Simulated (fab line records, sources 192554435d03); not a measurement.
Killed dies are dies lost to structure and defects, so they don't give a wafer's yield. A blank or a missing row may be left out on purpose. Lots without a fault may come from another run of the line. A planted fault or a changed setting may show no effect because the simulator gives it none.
Split-lot experiment | flow n5_finfet | 7 lots, 39 wafers read, on a route of 1938 steps

THE SPLIT
At N5_BEOL_M5_TRENCH_ETCH_37 (etches SiCOH lowk in C4F6/O2, target depth 71.652 nm, time 24.7 s), the setting target_depth_a was moved away from the recipe's 716.52 angstrom on 18 of the 39 wafers read, by -51.4% to +59.0%. The other wafers ran this setting at the recipe's value.

FROM THE SPLIT TO THE READING: what the file shows between them, 8 steps
- N5_BEOL_M5_ETCH_41: etches SiCN in CH3F/O2, target depth 31.5 nm, time 56.7 s
- N5_BEOL_M5_STRIP_91: strips in N2/H2, time 10 s
- N5_BEOL_M5_OCD_MEAS_38
- N5_BEOL_M5_HM_STRIP_39: strips TiN in peroxide tin strip, target depth 25 nm, time 158 s
- N5_BEOL_M5_SRD_40: time 30 s
- N5_BEOL_M5_ECD_50: material Cu, target thk 300 nm
- N5_BEOL_M5_ANNEAL_51: time 90 s
- N5_BEOL_M5_CMP_52: polishes, stops on SiCOH lowk, t overpolish 6.9 s, target thk 62 nm

THE READING
M5_THK, in nm, at N5_BEOL_M5_THK_MEAS_53 (measures by xrf). Fault-free wafers of this fab line usually give 62.3 nm, standard deviation 1.7 nm.

wafer  | tool, chamber at the split | target_depth_a as run, angstrom | against the recipe | M5_THK, nm | against lot-mates on the recipe
L074.1 | rie_diel-02, 3             | 716.52                          | recipe             | 62.9       | -
L074.2 | rie_diel-02, 1             | 564.3                           | -21.2%             | 46.5       | -17.1
L074.3 | rie_diel-02, 0             | 716.52                          | recipe             | 65.4       | -
L074.4 | rie_diel-02, 3             | 716.52                          | recipe             | 62.4       | -
L074.5 | rie_diel-02, 1             | 564.3                           | -21.2%             | 47.3       | -16.3
L074.6 | rie_diel-02, 0             | 564.3                           | -21.2%             | 48.2       | -15.4
L076.1 | rie_diel-06, 0             | 716.52                          | recipe             | 63.2       | -
L076.3 | rie_diel-06, 2             | 716.52                          | recipe             | 63.2       | -
L076.4 | rie_diel-06, 1             | 716.52                          | recipe             | 64.8       | -
L077.1 | rie_diel-06, 2             | 889.9                           | +24.2%             | 76.3       | +15.4
L077.2 | rie_diel-06, 0             | 889.9                           | +24.2%             | 74.8       | +13.9
L077.3 | rie_diel-06, 1             | 716.52                          | recipe             | 61.9       | -
L077.4 | rie_diel-06, 1             | 889.9                           | +24.2%             | 81.2       | +20.3
L077.5 | rie_diel-06, 2             | 716.52                          | recipe             | 60.6       | -
L077.6 | rie_diel-06, 0             | 716.52                          | recipe             | 60.2       | -
L084.1 | rie_diel-02, 1             | 348.4                           | -51.4%             | 24.6       | -38.0
L084.2 | rie_diel-02, 3             | 348.4                           | -51.4%             | 26.2       | -36.4
L084.3 | rie_diel-02, 2             | 348.4                           | -51.4%             | 26.2       | -36.4
L084.4 | rie_diel-02, 0             | 716.52                          | recipe             | 64.2       | -
L084.5 | rie_diel-02, 0             | 716.52                          | recipe             | 61.6       | -
L084.6 | rie_diel-02, 3             | 716.52                          | recipe             | 62.0       | -
L086.1 | rie_diel-05, 2             | 447.2                           | -37.6%             | 34.4       | -27.4
L086.2 | rie_diel-05, 1             | 447.2                           | -37.6%             | 35.9       | -25.9
L086.3 | rie_diel-05, 3             | 447.2                           | -37.6%             | 33.5       | -28.3
L086.4 | rie_diel-05, 2             | 716.52                          | recipe             | 61.4       | -
L086.5 | rie_diel-05, 1             | 716.52                          | recipe             | 62.1       | -
L086.6 | rie_diel-05, 3             | 716.52                          | recipe             | 61.9       | -
L088.1 | rie_diel-06, 2             | 716.52                          | recipe             | 61.8       | -
L088.2 | rie_diel-06, 0             | 716.52                          | recipe             | 60.8       | -
L088.3 | rie_diel-06, 1             | 1139                            | +59.0%             | 108.5      | +46.2
L088.4 | rie_diel-06, 3             | 1139                            | +59.0%             | 107.4      | +45.1
L088.5 | rie_diel-06, 0             | 1139                            | +59.0%             | 101.6      | +39.3
L088.6 | rie_diel-06, 1             | 716.52                          | recipe             | 64.3       | -
L091.1 | rie_diel-06, 0             | 716.52                          | recipe             | 57.8       | -
L091.2 | rie_diel-06, 2             | 716.52                          | recipe             | 58.4       | -
L091.3 | rie_diel-06, 3             | 426.9                           | -40.4%             | 33.2       | -26.1
L091.4 | rie_diel-06, 1             | 716.52                          | recipe             | 61.7       | -
L091.5 | rie_diel-06, 1             | 426.9                           | -40.4%             | 31.8       | -27.5
L091.6 | rie_diel-06, 0             | 426.9                           | -40.4%             | 29.8       | -29.5

THE FIT
A straight line over all 39 wafers: M5_THK changes by +0.725 nm for each +1% of target_depth_a; r = +0.99; the points scatter about the line by 2.1 nm.
The same after taking each lot's own level away (the mean of its wafers on the recipe; 39 wafers): +0.721 nm for each +1%; r = +1.00; scatter 1.7 nm.
On that fit, the largest move of target_depth_a shifts the reading by 43 nm.
The lots' own levels span 59.30 to 63.73 nm, that is 2.6 times the standard deviation above.
So the lot-to-lot level changes the slope little: the two slopes agree.
Check: with one of the wafers moved furthest among these (+59.0%) left out of the fit, the line predicts +41.8 nm for it against its lot-mates. It came out at +46.2 nm against them.

THE WHOLE CHAIN: every reading that the file lists as answering this split, in the file's order
step                      | what it does                                                        | reading                                                                      | change (the file's fit)                                                              | r (the file's)
N5_BEOL_M5_TRENCH_ETCH_37 | etches SiCOH lowk in C4F6/O2, target depth 71.652 nm, time 24.7 s   | etch.depth_nm (the simulator's own value, which no gauge read)               | +0.721 nm for each +1% of the setting                                                | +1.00
N5_BEOL_M5_TRENCH_ETCH_37 | etches SiCOH lowk in C4F6/O2, target depth 71.652 nm, time 24.7 s   | BEOL_M5.feature_depth_nm (the simulator's own value, which no gauge read)    | +0.721 nm for each +1% of the setting                                                | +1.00
N5_BEOL_M5_OCD_MEAS_38    |                                                                     | trench_depth_nm                                                              | +0.723 nm for each +1% of the setting                                                | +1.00
N5_BEOL_M5_CMP_52         | polishes, stops on SiCOH lowk, t overpolish 6.9 s, target thk 62 nm | Cu_of_BEOL_M5_ECD_50.thk_nm (the simulator's own value, which no gauge read) | +0.721 nm for each +1% of the setting                                                | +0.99
N5_BEOL_M5_THK_MEAS_53    | measures by xrf                                                     | M5_THK                                                                       | +0.721 for each +1% of the setting                                                   | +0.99
N5_BEOL_M5_RS_MEAS_57     | measures by four-point-probe                                        | M5_RS                                                                        | not straight: 1.208 at the lowest setting, 0.387 at the recipe, 0.208 at the highest | not given

THE FILE'S OWN FIT
M5_THK changes by +0.721 nm for each +1% of target_depth_a, r = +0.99.
